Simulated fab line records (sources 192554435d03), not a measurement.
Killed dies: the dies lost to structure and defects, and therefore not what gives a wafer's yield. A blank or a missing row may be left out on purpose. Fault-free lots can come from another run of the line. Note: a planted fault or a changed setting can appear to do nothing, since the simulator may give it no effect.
Chamber matching | flow n5_finfet | N5_BEOL_M10_CURE_71 on uv_cure-02 has 3 sister chambers
The step cures SiCOH lowk, time 240 s. 3 wafers are shown with their chamber, then 10 later ones without.

== WAFERS, EACH WITH ITS CHAMBER ==
wafer  | chamber | wafer_temp_C_max
L077.6 | 0       | 385.7
L079.5 | 1       | 386.4
L084.4 | 2       | 386.6

== WAFERS WITH NO CHAMBER GIVEN ==
wafer  | wafer_temp_C_max
L084.6 | 386.6
L087.3 | 385.5
L087.4 | 386.6
L087.5 | 386.3
L090.2 | 386.1
L090.5 | 386.0
L090.6 | 386.5
L091.1 | 386.4
L091.2 | 386.0
L091.6 | 386.4

== THE CHAMBER EACH PASSED THROUGH ==
wafer  | from the rows above          | in truth
L084.6 | can't be placed: 2 or 1      | 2
L087.3 | 0                            | 0
L087.4 | can't be placed: 2 or 1      | 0
L087.5 | can't be placed: 1 or 2      | 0
L090.2 | can't be placed: 1 or 0 or 2 | 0
L090.5 | can't be placed: 0 or 1 or 2 | 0
L090.6 | can't be placed: 1 or 2      | 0
L091.1 | can't be placed: 1 or 2      | 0
L091.2 | can't be placed: 0 or 1 or 2 | 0
L091.6 | can't be placed: 1 or 2      | 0
Correct placement for 1 of the 10. From these rows, 9 cannot be placed; in 4 the true chamber is one of the candidates. Placed wrongly: 0.
How it was worked out, from the rows above alone: a wafer's distance from a chamber is the root of the sum, over the readings, of the square of ((its reading less the chamber's mean) divided by the reading's scatter). The wafer belongs to the nearest chamber; if the next one is less than 2 further off, it can't be placed. For every chamber, the mean is computed from those of its wafers that are shown. The scatter (one wafer shown for each chamber): square how far every hidden wafer sits from the nearest shown wafer, average those squares and take the square root.
